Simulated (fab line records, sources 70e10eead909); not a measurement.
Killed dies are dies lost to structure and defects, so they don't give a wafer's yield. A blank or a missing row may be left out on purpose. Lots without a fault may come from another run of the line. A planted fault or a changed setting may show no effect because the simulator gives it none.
Which tool did it? | flow nand_harc | 14 lots, 40 wafers sampled, at 4 steps of a route of 1302

WHAT THE GAUGES READ, wafer by wafer
The record holds no reading of a measuring or inspecting step that can be judged against a usual standard deviation.

WHICH TOOL RAN EACH LOT (tool, then ch and the chambers of the sampled wafers, then the start)
lot  | NHARC_A_CONTACT_ETCH_30                       | NHARC_A_CONTACT_ETCH_31                       | NHARC_A_CONTACT_ETCH_139             | NHARC_A_CONTACT_ETCH_98
L585 | rie_diel-04 ch 0,3, day 22 16:41 or earlier   | rie_diel-04 ch 0,1,2, day 22 16:41 or earlier | har_cap_etch-03 ch 0,1, day 22 16:41 | rie_diel-04 ch 0,1,3, day 22 17:23
L584 | rie_diel-05 ch 0,1,2, day 22 20:38 or earlier | rie_diel-05 ch 1,2,3, day 22 20:38 or earlier | har_cap_etch-02 ch 0,1, day 22 20:38 | rie_diel-04 ch 0,1,3, day 22 21:18
L586 | rie_diel-04 ch 0,1,2, day 23 19:57 or earlier | rie_diel-04 ch 0,1,3, day 23 19:57 or earlier | har_cap_etch-03 ch 0,1, day 23 19:57 | rie_diel-04 ch 0,1,3, day 23 20:37
L587 | rie_diel-04 ch 0,1,2, day 23 20:42 or earlier | rie_diel-04 ch 0,1,3, day 23 20:42 or earlier | har_cap_etch-02 ch 0,1, day 23 20:42 | rie_diel-02 ch 1,2, day 23 21:53
L594 | rie_diel-04 ch 0,1,3, day 25 23:50 or earlier | rie_diel-04 ch 0,3, day 25 23:50 or earlier   | har_cap_etch-03 ch 0,1, day 25 23:50 | rie_diel-02 ch 0,1,3, day 26 00:27
L591 | rie_diel-05 ch 3, day 26 07:34 or earlier     | rie_diel-05 ch 3, day 26 07:34 or earlier     | har_cap_etch-03 ch 0, day 26 07:34   | rie_diel-04 ch 0, day 26 08:10
L592 | rie_diel-02 ch 1,3, day 26 09:31 or earlier   | rie_diel-02 ch 0,2,3, day 26 09:31 or earlier | har_cap_etch-02 ch 0,1, day 26 09:31 | rie_diel-05 ch 0,1,2, day 26 10:10
L593 | rie_diel-02 ch 1,3, day 26 14:07 or earlier   | rie_diel-02 ch 2,3, day 26 14:07 or earlier   | har_cap_etch-03 ch 0,1, day 26 14:07 | rie_diel-05 ch 0,2,3, day 26 14:47
L595 | rie_diel-02 ch 0,1,2, day 27 11:28 or earlier | rie_diel-02 ch 0,2,3, day 27 11:28 or earlier | har_cap_etch-03 ch 0,1, day 27 11:28 | rie_diel-02 ch 0,1,3, day 27 12:10
L598 | rie_diel-05 ch 0,1,2, day 28 01:03 or earlier | rie_diel-05 ch 0,2,3, day 28 01:03 or earlier | har_cap_etch-01 ch 0,1, day 28 01:03 | rie_diel-05 ch 0,1,2, day 28 01:44
L597 | rie_diel-04 ch 1,2, day 28 03:21 or earlier   | rie_diel-04 ch 1,2, day 28 03:21 or earlier   | har_cap_etch-02 ch 0,1, day 28 03:21 | rie_diel-02 ch 1,2,3, day 28 04:04
L604 | rie_diel-04 ch 2,3, day 31 04:40 or earlier   | rie_diel-04 ch 0,2,3, day 31 04:40 or earlier | har_cap_etch-03 ch 0,1, day 31 04:40 | rie_diel-02 ch 0,1,2, day 31 05:35
L606 | rie_diel-04 ch 0,1, day 31 10:43 or earlier   | rie_diel-04 ch 0,3, day 31 10:43 or earlier   | har_cap_etch-02 ch 0,1, day 31 10:43 | rie_diel-05 ch 0,1,2, day 31 11:38
L605 | rie_diel-04 ch 0,1,2, day 31 20:00 or earlier | rie_diel-04 ch 1,2,3, day 31 20:00 or earlier | har_cap_etch-01 ch 0,1, day 31 20:00 | rie_diel-02 ch 1,2,3, day 31 20:42
- NHARC_A_CONTACT_ETCH_30: etches the open film in CF4/CHF3, target depth 72.6 nm, time 36.3 s.
- NHARC_A_CONTACT_ETCH_31: etches the open film in O2/COS, target depth 2800 nm, time 728 s.
- NHARC_A_CONTACT_ETCH_139: etches the open film in C4F8/O2/Ar, time 195 s, target depth 840 nm.
- NHARC_A_CONTACT_ETCH_98: etches the open film in C4F6/O2, target depth 20 nm, time 10 s.

WHAT THE TOOLS THEMSELVES READ (means of the sampled wafers that have a number; where no wafer has one, the mark that the record gives instead)
NHARC_A_CONTACT_ETCH_30. Usual: drypump_motor_current_A 5.76 A, standard deviation 0.24; oes_product_au 0.941 a.u., standard deviation 0.02; rf_vpp_V 371.8 V, standard deviation 2.5; showerhead_plenum_p_Torr 1.61 Torr, standard deviation 0.068; throttle_valve_pct 16.802 %, standard deviation 0.0095.
lot  | tool        | drypump_motor_current_A (A) | oes_product_au (a.u.) | rf_vpp_V (V) | showerhead_plenum_p_Torr (Torr) | throttle_valve_pct (%) | flag
L585 | rie_diel-04 | 5.86                        | 0.916                 | 372.0        | 1.62                            | 16.803                 |
L584 | rie_diel-05 | 5.99                        | 0.972                 | 369.8        | 1.55                            | 16.799                 |
L586 | rie_diel-04 | 5.62                        | 0.982                 | 373.8        | 1.66                            | 16.800                 |
L587 | rie_diel-04 | 5.64                        | 0.947                 | 373.4        | 1.65                            | 16.806                 |
L594 | rie_diel-04 | 5.73                        | 0.932                 | 372.2        | 1.62                            | 16.792                 |
L591 | rie_diel-05 | 5.83                        | 0.966                 | 371.4        | 1.60                            | 16.807                 |
L592 | rie_diel-02 | 5.91                        | 0.932                 | 370.2        | 1.56                            | 16.802                 |
L593 | rie_diel-02 | 5.93                        | 0.936                 | 371.4        | 1.56                            | 16.798                 |
L595 | rie_diel-02 | 5.74                        | 0.932                 | 370.2        | 1.56                            | 16.801                 |
L598 | rie_diel-05 | 5.99                        | 0.928                 | 369.4        | 1.54                            | 16.796                 |
L597 | rie_diel-04 | 5.58                        | 0.929                 | 373.0        | 1.66                            | 16.792                 |
L604 | rie_diel-04 | 5.82                        | 0.976                 | 370.8        | 1.58                            | 16.807                 |
L606 | rie_diel-04 | 5.61                        | 0.933                 | 373.0        | 1.65                            | 16.796                 |
L605 | rie_diel-04 | 5.64                        | 0.926                 | 373.5        | 1.65                            | 16.802                 |

NHARC_A_CONTACT_ETCH_31. Usual: drypump_motor_current_A 5.77 A, standard deviation 0.24; oes_product_au 1.000 a.u., standard deviation 0.0095; rf_vpp_V 315.2 V, standard deviation 2; showerhead_plenum_p_Torr 3.19 Torr, standard deviation 0.13; throttle_valve_pct 28.330 %, standard deviation 0.0094.
lot  | tool        | drypump_motor_current_A (A) | oes_product_au (a.u.) | rf_vpp_V (V) | showerhead_plenum_p_Torr (Torr) | throttle_valve_pct (%) | flag
L585 | rie_diel-04 | 5.64                        | 0.994                 | 317.1        | 3.28                            | 28.334                 |
L584 | rie_diel-05 | 6.01                        | 0.996                 | 314.7        | 3.15                            | 28.333                 |
L586 | rie_diel-04 | 5.75                        | 1.000                 | 315.8        | 3.21                            | 28.338                 |
L587 | rie_diel-04 | 5.74                        | 0.993                 | 314.4        | 3.21                            | 28.331                 |
L594 | rie_diel-04 | 5.91                        | 0.992                 | 314.5        | 3.14                            | 28.327                 |
L591 | rie_diel-05 | 5.84                        | 1.002                 | 315.2        | 3.18                            | 28.324                 |
L592 | rie_diel-02 | 5.77                        | 1.010                 | 315.9        | 3.20                            | 28.331                 |
L593 | rie_diel-02 | 5.35                        | 1.003                 | 317.5        | 3.35                            | 28.333                 |
L595 | rie_diel-02 | 5.76                        | 1.006                 | 315.0        | 3.20                            | 28.337                 |
L598 | rie_diel-05 | 5.93                        | 1.001                 | 314.4        | 3.12                            | 28.327                 |
L597 | rie_diel-04 | 5.59                        | 1.001                 | 316.6        | 3.28                            | 28.325                 |
L604 | rie_diel-04 | 5.79                        | 0.999                 | 314.7        | 3.20                            | 28.328                 |
L606 | rie_diel-04 | 5.86                        | 0.999                 | 314.9        | 3.19                            | 28.331                 |
L605 | rie_diel-04 | 5.71                        | 1.007                 | 316.0        | 3.21                            | 28.326                 |

NHARC_A_CONTACT_ETCH_98. Usual: drypump_motor_current_A 5.78 A, standard deviation 0.28; oes_product_au 0.958 a.u., standard deviation 0.022; rf_vpp_V 548 V, standard deviation 3.8; showerhead_plenum_p_Torr 3.98 Torr, standard deviation 0.19; throttle_valve_pct 26.904 %, standard deviation 0.0093.
lot  | tool        | drypump_motor_current_A (A) | oes_product_au (a.u.) | rf_vpp_V (V) | showerhead_plenum_p_Torr (Torr) | throttle_valve_pct (%) | flag
L585 | rie_diel-04 | 5.75                        | 0.941                 | 549          | 4.03                            | 26.902                 |
L584 | rie_diel-04 | 5.76                        | 0.940                 | 548          | 4.03                            | 26.898                 |
L586 | rie_diel-04 | 5.77                        | 0.887                 | 549          | 4.02                            | 26.901                 | OFF
L587 | rie_diel-02 | 5.40                        | 0.951                 | 541          | 3.70                            | 26.914                 |
L594 | rie_diel-02 | 6.04                        | 0.967                 | 546          | 3.87                            | 26.904                 |
L591 | rie_diel-04 | 5.83                        | 0.769                 | 551          | 4.10                            | 26.907                 | OFF
L592 | rie_diel-05 | 5.99                        | 1.004                 | 545          | 3.83                            | 26.905                 |
L593 | rie_diel-05 | 5.94                        | 1.000                 | 547          | 3.93                            | 26.898                 |
L595 | rie_diel-02 | 6.02                        | 0.971                 | 545          | 3.87                            | 26.907                 |
L598 | rie_diel-05 | 5.97                        | 0.930                 | 545          | 3.83                            | 26.894                 |
L597 | rie_diel-02 | 5.66                        | 0.953                 | 549          | 4.04                            | 26.896                 |
L604 | rie_diel-02 | 5.77                        | 0.976                 | 546          | 3.87                            | 26.902                 |
L606 | rie_diel-05 | 5.99                        | 0.968                 | 544          | 3.81                            | 26.912                 |
L605 | rie_diel-02 | 5.65                        | 0.954                 | 548          | 4.02                            | 26.900                 |

THE ANSWER, worked out from the rows above alone
Rule: a lot is off if the mean of its wafers that have a number lies more than 3 standard deviations from the usual mean. A lot without any number at a reading at which 4 lots or more have one is off too. The other lots that the step has rows for count as sound. The gauges are gone through in route order, then the tools' own readings, and for those a lot's mean is taken as printed above. The first step at which some lot is off is used, and at that step the reading that is off furthest; a lot without a number counts as furthest.
Off: L586, L591, at NHARC_A_CONTACT_ETCH_98 (oes_product_au).
A tool fits if, at that step or a process step before it, it ran every lot that is off, and no sound lot after the first of them. NHARC_A_CONTACT_ETCH_30 gives no start for some lots, so the hours and the order of its lots are those of NHARC_A_CONTACT_ETCH_139. NHARC_A_CONTACT_ETCH_31 gives no start for some lots, so the hours and the order of its lots are those of NHARC_A_CONTACT_ETCH_139. One fits: rie_diel-04 at NHARC_A_CONTACT_ETCH_98. Its last sound lot is L584 (day 22 21:18), its first lot that is off L586 (day 23 20:37): a fault that began between those two fits.
The tool's own readings at NHARC_A_CONTACT_ETCH_98 bear it out: on the lots that are off they differ by more than 5 times the standard deviation of the sound lots' means. oes_product_au reads 0.828 a.u. there against 0.963 a.u. on the sound lots.

WHAT THE SIMULATOR HAD PUT IN
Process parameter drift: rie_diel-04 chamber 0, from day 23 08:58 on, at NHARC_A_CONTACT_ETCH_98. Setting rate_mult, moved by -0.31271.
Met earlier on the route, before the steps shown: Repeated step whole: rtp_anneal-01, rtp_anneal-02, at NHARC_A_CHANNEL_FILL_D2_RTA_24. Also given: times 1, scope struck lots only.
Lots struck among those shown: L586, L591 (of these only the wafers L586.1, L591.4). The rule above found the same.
